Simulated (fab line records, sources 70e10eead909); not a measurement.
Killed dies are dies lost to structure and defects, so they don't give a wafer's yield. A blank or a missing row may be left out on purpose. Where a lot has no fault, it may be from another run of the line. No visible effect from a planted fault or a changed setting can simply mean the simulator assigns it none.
Which of the tools did it? ; flow nand harc ; 7 lots, 21 wafers sampled, at 2 steps of a route of 1302

## WHAT THE GAUGES SHOWED, per wafer
NHARC_A_ONON_D2_THK_MEAS_24: measures by ellipsometry.
lot;measured;on;thk nm (nm)
L132;day 13 08:12;film metro-02;982 981 984
L134;day 14 10:28;film metro-02;997 995 995
L138;day 15 17:45;film metro-02;1017 1017 1019
L147;day 19 10:58;film metro-02;998 998 997
L148;day 20 02:29;film metro-02;999 1001 1000
L153;day 22 12:22;film metro-02;990 990 989
L154;day 23 00:12;film metro-02;1001 1000 1003

## EACH LOT AND THE TOOL THAT RAN IT (in order: tool; ch and the chambers of the sampled wafers; start)
lot;NHARC_A_CHANNEL_FILL_D1_CMP_10
L132;cmp-02 ch 1,3, day 11 09:38
L134;cmp-04 ch 0,3, day 12 05:55
L138;cmp-02 ch 0,2,3, day 13 20:37
L147;cmp-01 ch 0,1,3, day 17 15:37
L148;cmp-01 ch 0,2,3, day 18 01:16
L153;cmp-02 ch 0,2, day 20 06:35
L154;cmp-02 ch 1,3, day 20 19:12
- NHARC_A_CHANNEL_FILL_D1_CMP_10: polishes, target thk 150 nm.

## THE ANSWER, worked out from the rows above alone
Rule: the lots themselves supply what counts as usual. Put in order of their means at a reading, lots are off if they are a third of the lots or fewer, leave a main group of 4 or more, and stand apart from it by a gap of 3 or more times the standard deviation of the main group's means; of several such gaps the widest counts. A main group is skipped when, at the precision printed for the reading in the tables above, its means are all equal. A lot without any number at a reading at which 4 lots or more have one is off too. The other lots that the step has rows for count as sound.
No lot is off on any of the readings shown, so nothing can be concluded from this.

## WHAT HAD BEEN PUT IN BY THE SIMULATOR
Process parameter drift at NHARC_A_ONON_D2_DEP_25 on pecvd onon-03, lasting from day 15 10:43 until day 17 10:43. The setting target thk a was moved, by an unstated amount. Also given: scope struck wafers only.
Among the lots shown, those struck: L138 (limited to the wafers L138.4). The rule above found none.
